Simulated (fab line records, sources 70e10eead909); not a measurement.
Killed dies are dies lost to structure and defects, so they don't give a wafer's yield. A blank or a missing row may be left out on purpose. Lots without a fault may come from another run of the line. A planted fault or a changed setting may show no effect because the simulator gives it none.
Which tool did it? | flow nand_harc | 20 lots, 60 wafers sampled, at 6 steps of a route of 1302

WHAT THE GAUGES READ, wafer by wafer
The record holds no reading of a measuring or inspecting step that can be judged against a usual standard deviation.

WHICH TOOL RAN EACH LOT (tool, then ch and the chambers of the sampled wafers, then the start)
lot  | NHARC_A_STAIRCASE_DESCUM_219       | NHARC_A_STAIRCASE_TRIM_224                    | NHARC_A_STAIRCASE_TRIM_231                    | NHARC_A_STAIRCASE_ETCH_271         | NHARC_A_STAIRCASE_HM_OPEN_460  | NHARC_A_STAIRCASE_STRIP_295
L075 | rie_diel-07 ch 2,3, day 16 15:13   | rie_diel-07 ch 1,2, day 17 07:40 or earlier   | rie_diel-10 ch 0,1,2, day 17 07:40 or earlier | rie_diel-10 ch 0,1,2, day 17 07:40 | rie_diel-10 ch 0,3, no start   | rie_diel-10 ch 1,2,3, no start
L074 | rie_diel-07 ch 2,3, day 16 15:58   | rie_diel-07 ch 0,1, day 17 09:07 or earlier   | rie_diel-10 ch 0,2, day 17 09:07 or earlier   | rie_diel-02 ch 2,3, day 17 09:07   | rie_diel-07 ch 0,2, no start   | rie_diel-07 ch 2,3, no start
L077 | rie_diel-10 ch 0,1,3, day 16 21:24 | rie_diel-10 ch 0,1, day 17 11:07 or earlier   | rie_diel-07 ch 0,1,3, day 17 11:07 or earlier | rie_diel-07 ch 1,2, day 17 11:07   | rie_diel-07 ch 1,2,3, no start | rie_diel-07 ch 1,2,3, no start
L076 | rie_diel-07 ch 0,2,3, day 16 23:42 | rie_diel-07 ch 0,3, day 17 14:01 or earlier   | rie_diel-02 ch 0,2, day 17 14:01 or earlier   | rie_diel-10 ch 0,2,3, day 17 14:01 | rie_diel-10 ch 0,3, no start   | rie_diel-10 ch 0,1,2, no start
L079 | rie_diel-07 ch 1,2,3, day 18 03:28 | rie_diel-07 ch 0,2,3, day 18 11:01 or earlier | rie_diel-07 ch 0,1, day 18 11:01 or earlier   | rie_diel-02 ch 2,3, day 18 11:01   | rie_diel-07 ch 2,3, no start   | rie_diel-07 ch 0,1, no start
L078 | rie_diel-10 ch 0,3, day 18 04:00   | rie_diel-10 ch 2,3, day 18 12:19 or earlier   | rie_diel-02 ch 1,2, day 18 12:19 or earlier   | rie_diel-07 ch 0,2,3, day 18 12:19 | rie_diel-02 ch 2,3, no start   | rie_diel-02 ch 1,2, no start
L081 | rie_diel-07 ch 1,2, day 18 16:18   | rie_diel-07 ch 0,1, day 19 04:02 or earlier   | rie_diel-02 ch 1,2, day 19 04:02 or earlier   | rie_diel-02 ch 1,2, day 19 04:02   | rie_diel-10 ch 2,3, no start   | rie_diel-10 ch 1,2, no start
L082 | rie_diel-10 ch 0,1,3, day 19 20:39 | rie_diel-10 ch 0,2,3, day 20 05:10 or earlier | rie_diel-10 ch 0,2,3, day 20 05:10 or earlier | rie_diel-07 ch 0,2,3, day 20 05:10 | rie_diel-07 ch 0,2,3, no start | rie_diel-07 ch 0,1,3, no start
L083 | rie_diel-02 ch 0,1,2, day 20 07:17 | rie_diel-02 ch 1,2,3, day 20 20:09 or earlier | rie_diel-02 ch 0,2,3, day 20 20:09 or earlier | rie_diel-10 ch 0,2,3, day 20 20:09 | rie_diel-02 ch 0,1,3, no start | rie_diel-02 ch 0,1,3, no start
L085 | rie_diel-10 ch 0,2,3, day 20 12:21 | rie_diel-10 ch 0,1,2, day 20 23:20 or earlier | rie_diel-07 ch 0,1,2, day 20 23:20 or earlier | rie_diel-02 ch 0,2, day 20 23:20   | rie_diel-02 ch 0,1,2, no start | rie_diel-02 ch 1,2,3, no start
L084 | rie_diel-10 ch 0,1,2, day 20 13:47 | rie_diel-10 ch 0,1,3, day 21 01:36 or earlier | rie_diel-07 ch 0,2, day 21 01:36 or earlier   | rie_diel-02 ch 2,3, day 21 01:36   | rie_diel-07 ch 2,3, no start   | rie_diel-07 ch 2,3, no start
L087 | rie_diel-07 ch 0,3, day 21 11:48   | rie_diel-07 ch 1,2,3, day 21 22:07 or earlier | rie_diel-07 ch 1,2,3, day 21 22:07 or earlier | rie_diel-10 ch 0,1, day 21 22:07   | rie_diel-07 ch 2,3, no start   | rie_diel-07 ch 1,2,3, no start
L089 | rie_diel-10 ch 1,2, day 22 07:36   | rie_diel-10 ch 0,2, day 22 15:18 or earlier   | rie_diel-10 ch 0,1,2, day 22 15:18 or earlier | rie_diel-02 ch 1,2,3, day 22 15:18 | rie_diel-02 ch 2,3, no start   | rie_diel-02 ch 0,3, no start
L088 | rie_diel-07 ch 1,2,3, day 22 08:46 | rie_diel-07 ch 2,3, day 22 17:08 or earlier   | rie_diel-10 ch 1,2,3, day 22 17:08 or earlier | rie_diel-02 ch 0,1, day 22 17:08   | rie_diel-07 ch 0,2, no start   | rie_diel-07 ch 0,2, no start
L090 | rie_diel-07 ch 0,2, day 23 04:37   | rie_diel-07 ch 0,1, day 23 15:23 or earlier   | rie_diel-10 ch 1,3, day 23 15:23 or earlier   | rie_diel-10 ch 0,2,3, day 23 15:23 | rie_diel-07 ch 1,3, no start   | rie_diel-07 ch 1,2, no start
L091 | rie_diel-02 ch 0,1,3, day 23 17:22 | rie_diel-02 ch 0,1,3, day 24 09:07 or earlier | rie_diel-10 ch 0,2,3, day 24 09:07 or earlier | rie_diel-10 ch 1,2,3, day 24 09:07 | rie_diel-10 ch 0,2,3, no start | rie_diel-10 ch 0,1,3, no start
L093 | rie_diel-07 ch 1,2,3, day 24 04:01 | rie_diel-07 ch 0,1,2, day 24 17:07 or earlier | rie_diel-07 ch 0,1,3, day 24 17:07 or earlier | rie_diel-10 ch 1,2,3, day 24 17:07 | rie_diel-07 ch 0,1,3, no start | rie_diel-07 ch 0,1,2, no start
L094 | rie_diel-02 ch 0,1,3, day 24 12:04 | rie_diel-02 ch 0,1,3, day 24 20:54 or earlier | rie_diel-02 ch 0,1, day 24 20:54 or earlier   | rie_diel-10 ch 0,2, day 24 20:54   | rie_diel-07 ch 0,2, no start   | rie_diel-07 ch 0,2, no start
L096 | rie_diel-02 ch 1,3, day 25 13:10   | rie_diel-02 ch 1,2, day 26 00:53 or earlier   | rie_diel-07 ch 0,1, day 26 00:53 or earlier   | rie_diel-07 ch 0,1,3, day 26 00:53 | rie_diel-02 ch 0,1,3, no start | rie_diel-02 ch 1,3, no start
L097 | rie_diel-10 ch 1,2, day 25 13:19   | rie_diel-10 ch 1,2,3, day 26 00:58 or earlier | rie_diel-02 ch 1,2,3, day 26 00:58 or earlier | rie_diel-02 ch 0,1, day 26 00:58   | rie_diel-07 ch 0,1,3, no start | rie_diel-07 ch 0,2,3, no start
- NHARC_A_STAIRCASE_DESCUM_219: chemistry O2, time 3 s.
- NHARC_A_STAIRCASE_TRIM_224: chemistry O2, time 211.2 s.
- NHARC_A_STAIRCASE_TRIM_231: chemistry O2, time 211.2 s.
- NHARC_A_STAIRCASE_ETCH_271: etches the open film in CF4/CHF3.
- NHARC_A_STAIRCASE_HM_OPEN_460: chemistry O2/COS.
- NHARC_A_STAIRCASE_STRIP_295: strips in O2.

WHAT THE TOOLS THEMSELVES READ (means of the sampled wafers that have a number; where no wafer has one, the mark that the record gives instead)
NHARC_A_STAIRCASE_DESCUM_219.
lot  | tool        | drypump_motor_current_A (A) | oes_product_au (a.u.) | rf_vpp_V (V) | showerhead_plenum_p_Torr (Torr) | throttle_valve_pct (%)
L075 | rie_diel-07 | 6.1                         | 1.004                 | 58.7         | 1.89                            | 11.313
L074 | rie_diel-07 | 6.2                         | 1.003                 | 57.6         | 1.89                            | 11.313
L077 | rie_diel-10 | 5.6                         | 1.013                 | 58.0         | 1.90                            | 11.316
L076 | rie_diel-07 | 6.0                         | 0.995                 | 56.7         | 1.85                            | 11.309
L079 | rie_diel-07 | 6.0                         | 0.996                 | 57.8         | 1.89                            | 11.306
L078 | rie_diel-10 | 5.3                         | 1.000                 | 57.3         | 1.91                            | 11.312
L081 | rie_diel-07 | 5.9                         | 0.997                 | 57.1         | 1.83                            | 11.308
L082 | rie_diel-10 | 5.6                         | 0.995                 | 58.4         | 1.89                            | 11.324
L083 | rie_diel-02 | 5.5                         | 1.000                 | 57.7         | 1.96                            | 11.312
L085 | rie_diel-10 | 5.3                         | 1.003                 | 58.4         | 1.91                            | 11.312
L084 | rie_diel-10 | 5.6                         | 1.008                 | 58.5         | 1.89                            | 11.317
L087 | rie_diel-07 | 6.1                         | 0.987                 | 58.1         | 1.89                            | 11.309
L089 | rie_diel-10 | 5.6                         | 1.016                 | 58.0         | 1.80                            | 11.317
L088 | rie_diel-07 | 6.0                         | 0.993                 | 57.5         | 1.88                            | 11.304
L090 | rie_diel-07 | 5.8                         | 0.991                 | 57.1         | 1.80                            | 11.309
L091 | rie_diel-02 | 5.2                         | 0.988                 | 59.0         | 2.00                            | 11.313
L093 | rie_diel-07 | 6.0                         | 0.986                 | 56.9         | 1.87                            | 11.309
L094 | rie_diel-02 | 5.2                         | 0.993                 | 58.4         | 2.00                            | 11.314
L096 | rie_diel-02 | 5.2                         | 0.997                 | 57.4         | 2.02                            | 11.311
L097 | rie_diel-10 | 5.5                         | 1.017                 | 58.0         | 1.79                            | 11.309

NHARC_A_STAIRCASE_TRIM_224.
lot  | tool        | drypump_motor_current_A (A) | oes_product_au (a.u.) | rf_vpp_V (V) | showerhead_plenum_p_Torr (Torr) | throttle_valve_pct (%)
L075 | rie_diel-07 | 5.9                         | 1.002                 | 57.3         | 3.40                            | 17.036
L074 | rie_diel-07 | 5.8                         | 0.991                 | 56.9         | 3.48                            | 17.027
L077 | rie_diel-10 | 6.0                         | 1.012                 | 57.6         | 3.47                            | 17.041
L076 | rie_diel-07 | 6.0                         | 0.996                 | 58.1         | 3.44                            | 17.031
L079 | rie_diel-07 | 6.0                         | 0.993                 | 57.3         | 3.42                            | 17.035
L078 | rie_diel-10 | 4.9                         | 1.014                 | 56.6         | 3.40                            | 17.035
L081 | rie_diel-07 | 5.8                         | 0.994                 | 58.2         | 3.47                            | 17.035
L082 | rie_diel-10 | 5.3                         | 1.009                 | 57.3         | 3.52                            | 17.034
L083 | rie_diel-02 | 5.5                         | 0.990                 | 57.8         | 3.65                            | 17.038
L085 | rie_diel-10 | 5.5                         | 1.007                 | 58.2         | 3.48                            | 17.037
L084 | rie_diel-10 | 5.6                         | 1.007                 | 57.6         | 3.49                            | 17.037
L087 | rie_diel-07 | 6.0                         | 0.993                 | 57.3         | 3.46                            | 17.042
L089 | rie_diel-10 | 5.6                         | 1.003                 | 57.5         | 3.63                            | 17.025
L088 | rie_diel-07 | 6.1                         | 0.984                 | 57.1         | 3.47                            | 17.031
L090 | rie_diel-07 | 5.8                         | 0.993                 | 57.1         | 3.46                            | 17.035
L091 | rie_diel-02 | 5.2                         | 0.995                 | 58.0         | 3.68                            | 17.038
L093 | rie_diel-07 | 5.8                         | 0.996                 | 56.6         | 3.38                            | 17.034
L094 | rie_diel-02 | 5.2                         | 0.989                 | 58.0         | 3.68                            | 17.040
L096 | rie_diel-02 | 5.7                         | 0.991                 | 57.4         | 3.54                            | 17.031
L097 | rie_diel-10 | 5.2                         | 1.003                 | 57.0         | 3.34                            | 17.036

NHARC_A_STAIRCASE_TRIM_231.
lot  | tool        | drypump_motor_current_A (A) | oes_product_au (a.u.) | rf_vpp_V (V) | showerhead_plenum_p_Torr (Torr) | throttle_valve_pct (%)
L075 | rie_diel-10 | 5.6                         | 1.015                 | 58.2         | 3.50                            | 17.042
L074 | rie_diel-10 | 5.6                         | 1.020                 | 58.7         | 3.66                            | 17.035
L077 | rie_diel-07 | 5.9                         | 0.998                 | 57.7         | 3.49                            | 17.039
L076 | rie_diel-02 | 5.5                         | 0.982                 | 58.5         | 3.58                            | 17.040
L079 | rie_diel-07 | 5.8                         | 0.997                 | 57.7         | 3.48                            | 17.036
L078 | rie_diel-02 | 5.7                         | 1.001                 | 58.1         | 3.57                            | 17.045
L081 | rie_diel-02 | 5.8                         | 0.998                 | 57.7         | 3.57                            | 17.039
L082 | rie_diel-10 | 5.2                         | 0.989                 | 57.7         | 3.52                            | 17.027
L083 | rie_diel-02 | 5.5                         | 0.993                 | 57.1         | 3.61                            | 17.037
L085 | rie_diel-07 | 5.8                         | 0.994                 | 58.5         | 3.40                            | 17.038
L084 | rie_diel-07 | 5.9                         | 1.002                 | 58.1         | 3.32                            | 17.038
L087 | rie_diel-07 | 6.0                         | 0.992                 | 57.5         | 3.46                            | 17.033
L089 | rie_diel-10 | 5.6                         | 1.003                 | 57.0         | 3.48                            | 17.033
L088 | rie_diel-10 | 5.2                         | 1.005                 | 57.1         | 3.36                            | 17.031
L090 | rie_diel-10 | 5.3                         | 1.004                 | 57.6         | 3.36                            | 17.044
L091 | rie_diel-10 | 5.2                         | 1.003                 | 57.3         | 3.50                            | 17.039
L093 | rie_diel-07 | 6.0                         | 0.989                 | 58.0         | 3.47                            | 17.026
L094 | rie_diel-02 | 5.3                         | 0.996                 | 58.2         | 3.64                            | 17.034
L096 | rie_diel-07 | 5.8                         | 0.995                 | 57.6         | 3.45                            | 17.044
L097 | rie_diel-02 | 5.5                         | 0.999                 | 57.4         | 3.63                            | 17.031

NHARC_A_STAIRCASE_ETCH_271.
lot  | tool        | drypump_motor_current_A (A) | oes_product_au (a.u.) | rf_vpp_V (V) | showerhead_plenum_p_Torr (Torr) | throttle_valve_pct (%)
L075 | rie_diel-10 | 5.5                         | 0.976                 | 371.6        | 1.56                            | 16.794
L074 | rie_diel-02 | 5.5                         | 0.964                 | 373.3        | 1.63                            | 16.799
L077 | rie_diel-07 | 5.8                         | 0.969                 | 369.6        | 1.55                            | 16.807
L076 | rie_diel-10 | 5.3                         | 0.980                 | 370.3        | 1.58                            | 16.807
L079 | rie_diel-02 | 5.7                         | 0.964                 | 372.2        | 1.60                            | 16.799
L078 | rie_diel-07 | 6.0                         | 0.952                 | 369.2        | 1.52                            | 16.808
L081 | rie_diel-02 | 5.7                         | 0.958                 | 371.0        | 1.59                            | 16.795
L082 | rie_diel-07 | 6.0                         | 0.922                 | 368.9        | 1.52                            | 16.805
L083 | rie_diel-10 | 5.3                         | 0.952                 | 370.9        | 1.57                            | 16.793
L085 | rie_diel-02 | 5.5                         | 0.921                 | 372.2        | 1.59                            | 16.801
L084 | rie_diel-02 | 5.7                         | 0.917                 | 370.9        | 1.59                            | 16.794
L087 | rie_diel-10 | 6.0                         | 0.976                 | 371.0        | 1.61                            | 16.802
L089 | rie_diel-02 | 5.5                         | 0.959                 | 372.4        | 1.62                            | 16.817
L088 | rie_diel-02 | 5.2                         | 0.967                 | 373.0        | 1.64                            | 16.800
L090 | rie_diel-10 | 5.2                         | 0.976                 | 370.3        | 1.56                            | 16.796
L091 | rie_diel-10 | 5.2                         | 0.926                 | 367.8        | 1.49                            | 16.794
L093 | rie_diel-10 | 5.3                         | 0.973                 | 368.6        | 1.49                            | 16.803
L094 | rie_diel-10 | 5.6                         | 0.972                 | 372.2        | 1.61                            | 16.801
L096 | rie_diel-07 | 5.9                         | 0.943                 | 369.4        | 1.54                            | 16.807
L097 | rie_diel-02 | 5.3                         | 0.966                 | 372.3        | 1.64                            | 16.800

NHARC_A_STAIRCASE_HM_OPEN_460.
lot  | tool        | drypump_motor_current_A (A) | oes_product_au (a.u.) | rf_vpp_V (V) | showerhead_plenum_p_Torr (Torr) | throttle_valve_pct (%)
L075 | rie_diel-10 | 5.7                         | 1.024                 | 470.1        | 3.23                            | 28.326
L074 | rie_diel-07 | 5.9                         | 1.006                 | 464.2        | 2.95                            | 28.335
L077 | rie_diel-07 | 6.0                         | 1.001                 | 466.2        | 3.08                            | 28.321
L076 | rie_diel-10 | 5.7                         | 1.011                 | 468.9        | 3.23                            | 28.327
L079 | rie_diel-07 | 6.1                         | 1.002                 | 465.5        | 3.08                            | 28.335
L078 | rie_diel-02 | 5.7                         | 0.998                 | 467.2        | 3.16                            | 28.329
L081 | rie_diel-10 | 4.9                         | 1.001                 | 465.3        | 3.01                            | 28.336
L082 | rie_diel-07 | 6.0                         | 1.000                 | 465.0        | 3.01                            | 28.330
L083 | rie_diel-02 | 5.3                         | 0.999                 | 470.8        | 3.27                            | 28.332
L085 | rie_diel-02 | 5.5                         | 0.993                 | 467.8        | 3.19                            | 28.342
L084 | rie_diel-07 | 6.0                         | 0.993                 | 465.2        | 3.00                            | 28.328
L087 | rie_diel-07 | 6.1                         | 0.986                 | 465.5        | 3.07                            | 28.332
L089 | rie_diel-02 | 5.5                         | 0.978                 | 470.2        | 3.22                            | 28.334
L088 | rie_diel-07 | 5.8                         | 0.985                 | 463.4        | 2.95                            | 28.324
L090 | rie_diel-07 | 6.1                         | 0.991                 | 467.3        | 3.13                            | 28.327
L091 | rie_diel-10 | 5.3                         | 1.007                 | 466.2        | 3.09                            | 28.333
L093 | rie_diel-07 | 5.9                         | 0.994                 | 466.2        | 3.06                            | 28.326
L094 | rie_diel-07 | 5.9                         | 1.005                 | 462.7        | 2.92                            | 28.337
L096 | rie_diel-02 | 5.2                         | 0.995                 | 470.0        | 3.25                            | 28.326
L097 | rie_diel-07 | 5.9                         | 0.979                 | 465.1        | 3.06                            | 28.328

NHARC_A_STAIRCASE_STRIP_295.
lot  | tool        | drypump_motor_current_A (A) | oes_product_au (a.u.) | rf_vpp_V (V) | showerhead_plenum_p_Torr (Torr) | throttle_valve_pct (%)
L075 | rie_diel-10 | 5.2                         | 1.001                 | 58.0         | 3.37                            | 17.037
L074 | rie_diel-07 | 6.0                         | 1.003                 | 57.3         | 3.41                            | 17.034
L077 | rie_diel-07 | 6.0                         | 0.997                 | 57.3         | 3.48                            | 17.035
L076 | rie_diel-10 | 5.6                         | 1.012                 | 58.6         | 3.49                            | 17.041
L079 | rie_diel-07 | 5.8                         | 0.999                 | 57.7         | 3.47                            | 17.039
L078 | rie_diel-02 | 5.5                         | 0.999                 | 58.3         | 3.66                            | 17.042
L081 | rie_diel-10 | 5.2                         | 1.013                 | 58.3         | 3.37                            | 17.039
L082 | rie_diel-07 | 6.0                         | 0.994                 | 57.7         | 3.48                            | 17.039
L083 | rie_diel-02 | 5.3                         | 0.983                 | 59.3         | 3.69                            | 17.045
L085 | rie_diel-02 | 5.5                         | 0.990                 | 58.1         | 3.64                            | 17.033
L084 | rie_diel-07 | 6.1                         | 0.987                 | 57.9         | 3.47                            | 17.043
L087 | rie_diel-07 | 6.0                         | 0.990                 | 57.9         | 3.46                            | 17.030
L089 | rie_diel-02 | 5.2                         | 0.982                 | 57.7         | 3.69                            | 17.023
L088 | rie_diel-07 | 5.8                         | 0.988                 | 57.7         | 3.33                            | 17.037
L090 | rie_diel-07 | 5.9                         | 0.994                 | 58.5         | 3.44                            | 17.042
L091 | rie_diel-10 | 5.6                         | 1.011                 | 56.6         | 3.47                            | 17.048
L093 | rie_diel-07 | 5.8                         | 0.986                 | 57.3         | 3.38                            | 17.037
L094 | rie_diel-07 | 5.8                         | 0.986                 | 56.5         | 3.33                            | 17.037
L096 | rie_diel-02 | 5.2                         | 0.993                 | 57.9         | 3.71                            | 17.035
L097 | rie_diel-07 | 6.0                         | 0.984                 | 57.5         | 3.39                            | 17.030

THE ANSWER, worked out from the rows above alone
Rule: what is usual is taken from the lots themselves. Put in order of their means at a reading, lots are off if they are a third of the lots or fewer, leave a main group of 4 or more, and stand apart from it by a gap of 3 or more times the standard deviation of the main group's means; of several such gaps the widest counts. A main group whose means are all the same, to the digits that the tables above print for the reading, isn't used. A lot without any number at a reading at which 4 lots or more have one is off too. The other lots that the step has rows for count as sound. The gauges are gone through in route order, then the tools' own readings, and for those a lot's mean is taken as printed above. The first step at which some lot is off is used, and at that step the reading that is off furthest; a lot without a number counts as furthest.
No lot is off at any reading shown: from this, nothing can be told.

WHAT THE SIMULATOR HAD PUT IN
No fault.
